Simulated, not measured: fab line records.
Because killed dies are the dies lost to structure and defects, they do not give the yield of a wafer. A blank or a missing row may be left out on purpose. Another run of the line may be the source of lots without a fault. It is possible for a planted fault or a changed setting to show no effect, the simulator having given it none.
Matching of chambers :: flow nand_harc :: cmp-04 running NHARC_P_STI_CMP_21: 4 sister chambers
The step polishes, t overpolish 20 s, target thk 380.67 nm. 4 wafers are shown with their chamber, then 9 later ones without.

EACH WAFER AND ITS CHAMBER
wafer: L081.3
chamber: 3
motor_current_A (A): 10.9

wafer: L088.1
chamber: 2
motor_current_A (A): 11.5

wafer: L088.4
chamber: 1
motor_current_A (A): 12.0

wafer: L088.5
chamber: 0
motor_current_A (A): 12.1

WAFERS WITH NO CHAMBER GIVEN
wafer: L090.1
motor_current_A (A): 11.1

wafer: L090.3
motor_current_A (A): 12.8

wafer: L090.5
motor_current_A (A): 10.3

wafer: L091.2
motor_current_A (A): 11.6

wafer: L091.3
motor_current_A (A): 13.3

wafer: L091.4
motor_current_A (A): 10.7

wafer: L093.1
motor_current_A (A): 12.6

wafer: L093.5
motor_current_A (A): 11.3

wafer: L093.6
motor_current_A (A): 11.3

CHAMBER TAKEN BY EACH
wafer: L090.1
from the rows above: can't be placed: 3 or 2 or 1 or 0
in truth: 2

wafer: L090.3
from the rows above: can't be placed: 0 or 1 or 2
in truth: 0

wafer: L090.5
from the rows above: can't be placed: 3 or 2
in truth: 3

wafer: L091.2
from the rows above: can't be placed: 2 or 1 or 0 or 3
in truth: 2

wafer: L091.3
from the rows above: can't be placed: 0 or 1 or 2
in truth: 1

wafer: L091.4
from the rows above: can't be placed: 3 or 2
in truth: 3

wafer: L093.1
from the rows above: can't be placed: 0 or 1 or 2
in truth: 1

wafer: L093.5
from the rows above: can't be placed: 2 or 3 or 1 or 0
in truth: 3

wafer: L093.6
from the rows above: can't be placed: 2 or 3 or 1 or 0
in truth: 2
Correctly placed: 0 of 9. From these rows, 9 cannot be placed; in 9 the true chamber is one of the candidates. Number placed wrongly: 0.
How it was worked out, from the rows above alone: a wafer's distance from a chamber is the root of the sum, over the readings, of the square of ((its reading less the chamber's mean) divided by the reading's scatter). The wafer belongs to the nearest chamber; if the next one is less than 2 further off, it can't be placed. A chamber's mean is the mean of its shown wafers. The scatter (one wafer shown for each chamber): square how far every hidden wafer sits from the nearest shown wafer, average those squares and take the square root.
